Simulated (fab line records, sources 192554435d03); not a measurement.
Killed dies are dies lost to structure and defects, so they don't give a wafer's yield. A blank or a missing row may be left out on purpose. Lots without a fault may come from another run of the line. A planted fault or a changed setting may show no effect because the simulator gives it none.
Which tool did it? | flow n5_finfet | 10 lots, 28 wafers sampled, at 6 steps of a route of 1938

WHAT THE GAUGES READ, wafer by wafer
N5_BEOL_M0_OCD_MEAS_108.
lot  | measured     | on     | trench_depth_nm (nm)
L518 | day 7 09:09  | ocd-01 | 32.6 32.3 32.8
L520 | day 7 15:46  | ocd-02 | 33.0 32.9 32.5
L521 | day 8 00:38  | ocd-02 | 32.7 33.1
L522 | day 8 03:49  | ocd-01 | 32.5 31.8
L530 | day 10 08:40 | ocd-02 | 33.3 33.7 33.4
L531 | day 10 12:41 | ocd-02 | 33.5 33.4 33.2
L532 | day 10 12:48 | ocd-01 | 32.3 32.6 33.1
L533 | day 10 17:28 | ocd-01 | 33.0 32.5 33.4
L535 | day 11 10:14 | ocd-01 | 32.7 32.3 32.4
L536 | day 11 13:49 | ocd-01 | 32.5 32.7 33.1

N5_BEOL_M0_INSPECT_127: inspects for defects (darkfield).
lot  | measured     | on                | raw_defect_count
L518 | day 7 12:47  | defect_inspect-01 | 103 54 81
L520 | day 7 19:44  | defect_inspect-01 | 46 3504 61
L521 | day 8 04:37  | defect_inspect-01 | 78 3537
L522 | day 8 06:17  | defect_inspect-01 | 3478 3519
L530 | day 10 12:26 | defect_inspect-01 | 59 76 57
L531 | day 10 15:23 | defect_inspect-02 | 92 98 62
L532 | day 10 16:47 | defect_inspect-01 | 56 45 71
L533 | day 10 20:32 | defect_inspect-02 | 70 61 119
L535 | day 11 15:21 | defect_inspect-02 | 80 155 138
L536 | day 11 17:05 | defect_inspect-02 | 63 40 55

N5_BEOL_M4_RC_MEAS_101.
lot  | measured     | on        | DIBL_N (mV/V)  | DIBL_P (mV/V)  | IOFF_N (nA/um)    | IOFF_P (nA/um) | ION_N (uA/um) | ION_P (uA/um) | SS_N (mV/dec)  | SS_P (mV/dec)  | VT_N (mV)         | VT_P (mV)
L518 | day 9 18:32  | prober-02 | 37.1 38.0 38.9 | 37.7 39.2 40.3 | 0.158 0.177 0.197 | 0.21 0.23 0.26 | 673 682 686   | 458 465 460   | 71.7 71.6 72.0 | 73.4 73.7 74.4 | 250.3 247.7 247.2 | -253 -250 -249
L520 | day 9 18:59  | prober-01 | 36.0 37.8      | 35.8 37.7      | 0.153 0.179       | 0.19 0.21      | 673 684       | 455 457       | 72.0 72.0      | 73.9 73.6      | 249.3 245.8       | -253 -253
L521 | day 9 21:07  | prober-01 | 36.0           | 37.5           | 0.176             | 0.25           | 676           | 468           | 71.8           | 74.1           | 248.6             | -244
L530 | day 12 12:41 | prober-02 | 36.8 36.8 37.8 | 38.5 38.7 40.1 | 0.174 0.182 0.198 | 0.21 0.24 0.25 | 686 684 688   | 462 470 467   | 71.9 71.7 72.4 | 73.5 73.6 73.6 | 247.8 248.8 244.6 | -251 -248 -246
L531 | day 12 16:38 | prober-01 | 37.0 38.6 38.9 | 38.6 40.0 39.9 | 0.158 0.175 0.186 | 0.21 0.22 0.23 | 673 676 676   | 466 457 459   | 71.4 72.2 72.4 | 73.5 73.9 74.1 | 249.6 251.9 250.7 | -250 -253 -251
L532 | day 12 13:56 | prober-01 | 33.6 35.3 33.0 | 35.0 36.8 34.3 | 0.123 0.146 0.114 | 0.19 0.21 0.18 | 658 678 657   | 461 464 461   | 70.9 71.4 71.1 | 72.6 73.4 73.1 | 255.1 253.1 255.0 | -251 -252 -256
L533 | day 12 18:17 | prober-02 | 37.8 35.1 34.4 | 39.6 36.1 35.9 | 0.191 0.142 0.128 | 0.22 0.17 0.17 | 679 671 656   | 457 448 454   | 71.9 71.0 70.8 | 74.2 73.7 73.8 | 247.5 251.1 255.7 | -252 -258 -254
L535 | day 13 21:52 | prober-02 | 37.4 35.0 37.4 | 36.8 33.4 36.2 | 0.154 0.117 0.156 | 0.21 0.16 0.20 | 669 668 664   | 464 456 455   | 71.8 71.4 71.9 | 73.0 72.8 73.4 | 251.2 254.7 252.8 | -249 -253 -249
L536 | day 13 15:49 | prober-02 | 37.3 38.3 37.7 | 36.0 37.0 35.6 | 0.184 0.213 0.183 | 0.25 0.29 0.25 | 675 673 673   | 464 460 462   | 71.8 71.7 72.7 | 73.7 74.9 74.1 | 246.7 245.4 249.9 | -246 -246 -247

WHICH TOOL RAN EACH LOT (tool, then ch and the chambers of the sampled wafers, then the start)
lot  | N5_BEOL_M0_DEGAS_112         | N5_BEOL_M0_SPUTTER_134       | N5_BEOL_M0_CMP_120
L518 | pvd_sputter-03, day 7 10:51  | pvd_sputter-01, day 7 11:35  | cmp-01 ch 0,2,3, day 7 12:14
L520 | pvd_sputter-03, day 7 16:28  | pvd_sputter-01, day 7 17:28  | cmp-01 ch 0,1,3, day 7 19:14
L521 | pvd_sputter-01, day 8 02:32  | pvd_sputter-01, day 8 03:22  | cmp-01 ch 0,3, day 8 04:02
L522 | pvd_sputter-01, day 8 04:11  | pvd_sputter-02, day 8 05:07  | cmp-01 ch 1, day 8 05:43
L530 | pvd_sputter-01, day 10 09:51 | pvd_sputter-02, day 10 11:14 | cmp-03 ch 0,1,2, day 10 11:56
L531 | pvd_sputter-02, day 10 13:04 | pvd_sputter-01, day 10 13:50 | cmp-03 ch 1,2, day 10 14:48
L532 | pvd_sputter-01, day 10 13:05 | pvd_sputter-03, day 10 15:35 | cmp-02 ch 0,1,2, day 10 16:14
L533 | pvd_sputter-01, day 10 18:32 | pvd_sputter-02, day 10 19:21 | cmp-02 ch 0,2,3, day 10 19:58
L535 | pvd_sputter-02, day 11 13:19 | pvd_sputter-02, day 11 14:09 | cmp-01 ch 0,1,3, day 11 14:50
L536 | pvd_sputter-01, day 11 14:42 | pvd_sputter-01, day 11 15:48 | cmp-03 ch 1,2, day 11 16:31
- N5_BEOL_M0_DEGAS_112: time 60 s.
- N5_BEOL_M0_SPUTTER_134: material Cu, target thk 4 nm, time 7.37 s.
- N5_BEOL_M0_CMP_120: polishes, stops on SiOC, t overpolish 6.9 s.

WHAT THE TOOLS THEMSELVES READ (means of the sampled wafers that have a number; where no wafer has one, the mark that the record gives instead)
N5_BEOL_M0_DEGAS_112.
lot  | tool           | heater_power_w (W)
L518 | pvd_sputter-03 | 342
L520 | pvd_sputter-03 | 362
L521 | pvd_sputter-01 | 324
L522 | pvd_sputter-01 | 298
L530 | pvd_sputter-01 | 331
L531 | pvd_sputter-02 | 309
L532 | pvd_sputter-01 | 340
L533 | pvd_sputter-01 | 321
L535 | pvd_sputter-02 | 310
L536 | pvd_sputter-01 | 342

N5_BEOL_M0_SPUTTER_134.
lot  | tool           | throttle_valve_pct (%)
L518 | pvd_sputter-01 | 29.4
L520 | pvd_sputter-01 | 28.8
L521 | pvd_sputter-01 | 29.6
L522 | pvd_sputter-02 | 30.6
L530 | pvd_sputter-02 | 30.3
L531 | pvd_sputter-01 | 29.3
L532 | pvd_sputter-03 | 30.2
L533 | pvd_sputter-02 | 30.4
L535 | pvd_sputter-02 | 30.3
L536 | pvd_sputter-01 | 29.8

N5_BEOL_M0_CMP_120.
lot  | tool   | barrier_field_endpoint_s (s) | motor_current_A (A) | overpolish_run_s (s) | slurry_filter_dp_kPa (kPa) | time_to_endpoint_s (s)
L518 | cmp-01 | 3.49                         | 5.8                 | 6.904                | 13.51                      | 61.5
L520 | cmp-01 | 4.78                         | 5.4                 | 6.896                | 13.65                      | 66.8
L521 | cmp-01 | 5.46                         | 5.8                 | 6.905                | 13.70                      | 71.7
L522 | cmp-01 | 7.20                         | 4.8                 | 6.899                | 13.48                      | 81.2
L530 | cmp-03 | 3.68                         | 6.1                 | 6.903                | 13.55                      | 62.0
L531 | cmp-03 | 3.61                         | 6.2                 | 6.906                | 13.38                      | 62.1
L532 | cmp-02 | 3.65                         | 6.7                 | 6.903                | 13.40                      | 60.0
L533 | cmp-02 | 3.52                         | 6.4                 | 6.902                | 13.58                      | 60.0
L535 | cmp-01 | 3.63                         | 5.4                 | 6.890                | 13.39                      | 66.2
L536 | cmp-03 | 3.75                         | 6.0                 | 6.894                | 13.56                      | 61.3

THE ANSWER, worked out from the rows above alone
Rule: what is usual is taken from the lots themselves. Put in order of their means at a reading, lots are off if they are a third of the lots or fewer, leave a main group of 4 or more, and stand apart from it by a gap of 3 or more times the standard deviation of the main group's means; of several such gaps the widest counts. A main group whose means are all the same, to the digits that the tables above print for the reading, isn't used. A lot without any number at a reading at which 4 lots or more have one is off too. The other lots that the step has rows for count as sound. The gauges are gone through in route order, then the tools' own readings, and for those a lot's mean is taken as printed above. The first step at which some lot is off is used, and at that step the reading that is off furthest; a lot without a number counts as furthest.
Off: L520, L521, L522, at N5_BEOL_M0_INSPECT_127 (raw_defect_count). The main group: mean 78, standard deviation 22.
A tool fits if, at a process step before that reading, it ran every lot that is off, and no sound lot after the first of them. The gauges at N5_BEOL_M0_INSPECT_127 aren't tried: what is off there is off at N5_BEOL_M0_CMP_120 too, on other tools, and a gauge's error can't cause that. None of those tried fits.

WHAT THE SIMULATOR HAD PUT IN
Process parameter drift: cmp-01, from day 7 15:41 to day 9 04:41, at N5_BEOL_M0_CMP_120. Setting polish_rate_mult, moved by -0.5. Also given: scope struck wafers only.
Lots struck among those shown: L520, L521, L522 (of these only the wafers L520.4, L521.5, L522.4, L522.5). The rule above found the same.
